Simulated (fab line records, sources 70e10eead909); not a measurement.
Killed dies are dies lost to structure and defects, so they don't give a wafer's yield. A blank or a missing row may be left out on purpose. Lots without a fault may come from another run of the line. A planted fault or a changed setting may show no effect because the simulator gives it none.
Problem report in the 8D (eight disciplines) form, filled by code | flow nand_harc | the parts of the form that need people (team, actions taken, sign-off) are left out

1. THE PROBLEM
raw_defect_count at NHARC_P_STI_INSPECT_11 reads a mean of 24 on 1 wafer of 1 lot; wafers without a fault read 7 with a standard deviation of 3.4. That is +5.0 standard deviations from the usual mean.
First seen on wafer L797.6, day 6 05:41, on defect_inspect-02. The record holds 36 wafers of 12 lots with a number at this step. Rule for "out", or "out of limits": more than 4 standard deviations from the usual mean. The other wafers with a number count as sound.

2. WHAT IT IS AND WHAT IT IS NOT
question                    | is                | is not
which readings at this step | raw_defect_count  | -
which lots                  | L797              | L782, L783, L784, L785, L786, L787, L788, L799, L800, L801, L802
which wafers of those lots  | L797.6            | L797.2, L797.4
read on which gauges        | defect_inspect-02 | defect_inspect-01
when                        | from day 6 05:41  | up to then (23 sound wafers); but 12 sound wafers of L799, L800, L801, L802 came after

3. SUSPECTS, AND WHAT RULES EACH OUT
Counting: a tool at a process step up to the reading stays a suspect if it ran every lot that is out. Sound lots after the first of them don't rule it out here, since some wafers of a struck lot are sound.
- the gauge at NHARC_P_STI_INSPECT_11: ruled out. All the wafers that are out were read on defect_inspect-02, but those of them that NHARC_END_SORT_01 has rows for are out there too, on other tools.
- pecvd-04 at NHARC_P_ZERO_WELL_PECVD_02 (deposits SiO2, target thk 10 nm): kept. It ran the lot that is out, L797 (day 5 06:29); its last sound lot up to then is L787 (day 2 18:29).
- rie_diel-07 at NHARC_P_ZERO_WELL_DESCUM_54 (chemistry O2, time 3 s): kept. It ran the lot that is out, L797 (day 5 11:55); its last sound lot up to then is L787 (day 3 00:01).
Left after counting: pecvd-04 at NHARC_P_ZERO_WELL_PECVD_02, rie_diel-07 at NHARC_P_ZERO_WELL_DESCUM_54.

4. THE CAUSE (what the simulator had put in)
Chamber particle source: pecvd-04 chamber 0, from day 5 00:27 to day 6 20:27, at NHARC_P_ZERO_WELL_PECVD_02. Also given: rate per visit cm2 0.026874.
Counting left 2 suspects, and this tool is among them.

5. THE CHAIN OF EFFECTS, in route order
Each row: a reading whose mean over the struck wafers that have a number lies more than 3 standard deviations from the usual. Only readings for which the record gives a usual standard deviation are gone through. hours: the time from each lot's start at the first step in this table that gives one to its start at this step, as a median over the lots. sigmas: the change in usual standard deviations.
hours | step                   | reading             | usual | on struck wafers | change | sigmas
0     | NHARC_P_STI_INSPECT_11 | raw_defect_count    | 7     | 24               | +17    | +5.0
409   | NHARC_END_SORT_01      | killed_at_periphery | 3.1   | 15.0             | +11.9  | +5.7
409   | NHARC_END_SORT_01      | killed_dies         | 32    | 68               | +36    | +3.3

6. WHAT WOULD HAVE CAUGHT IT SOONER
In this record the first reading out of limits at a measuring or inspecting step was taken at day 6 05:41, 29 hours after the fault began at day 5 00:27.
All the lots that are out (1) had begun NHARC_P_ZERO_WELL_PECVD_02 on pecvd-04 by day 6 05:41. A hold on the tool at that time would have spared none of them.
